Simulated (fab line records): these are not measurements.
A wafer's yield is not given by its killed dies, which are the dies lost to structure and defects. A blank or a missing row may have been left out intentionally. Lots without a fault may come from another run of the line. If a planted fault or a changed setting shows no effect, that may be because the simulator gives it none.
Matching of chambers / flow n5 finfet / 3 sister chambers for N5_BEOL_M3_CVD_47 on cvd co-01
The step deposits Co from CCTBA/H2, target thk 3 nm, time 223.8 s. 3 wafers are shown with their chamber, then 8 later ones without.

## WAFERS WITH THEIR CHAMBER
wafer=L833.1; chamber=2; run length s (s)=247.3
wafer=L847.5; chamber=1; run length s (s)=247.8
wafer=L848.3; chamber=0; run length s (s)=246.3

## WAFERS WITHOUT THEIR CHAMBER
wafer=L848.5; run length s (s)=247.2
wafer=L848.6; run length s (s)=247.3
wafer=L849.2; run length s (s)=246.5
wafer=L849.4; run length s (s)=247.6
wafer=L849.6; run length s (s)=246.4
wafer=L852.2; run length s (s)=246.9
wafer=L852.5; run length s (s)=246.8
wafer=L852.6; run length s (s)=246.5

## EACH ONE'S CHAMBER
wafer=L848.5; from the rows above=can't be placed: 2 or 1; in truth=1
wafer=L848.6; from the rows above=can't be placed: 2 or 1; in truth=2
wafer=L849.2; from the rows above=0; in truth=0
wafer=L849.4; from the rows above=can't be placed: 1 or 2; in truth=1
wafer=L849.6; from the rows above=0; in truth=0
wafer=L852.2; from the rows above=can't be placed: 2 or 0 or 1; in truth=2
wafer=L852.5; from the rows above=can't be placed: 0 or 2 or 1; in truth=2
wafer=L852.6; from the rows above=0; in truth=0
3 of 8 placed correctly. From these rows, 5 cannot be placed; in 5 the true chamber is one of the candidates. 0 placed wrongly.
How it was worked out, from the rows above alone: a wafer's distance from a chamber is the root of the sum, over the readings, of the square of ((its reading less the chamber's mean) divided by the reading's scatter). If the next closest chamber is less than 2 further off than the closest, the wafer can't be placed; otherwise it belongs to the closest. For every chamber, the mean is computed from those of its wafers that are shown. The scatter: with one shown wafer a chamber, the root of the mean of the squares of how far each hidden wafer lies from its nearest shown one.
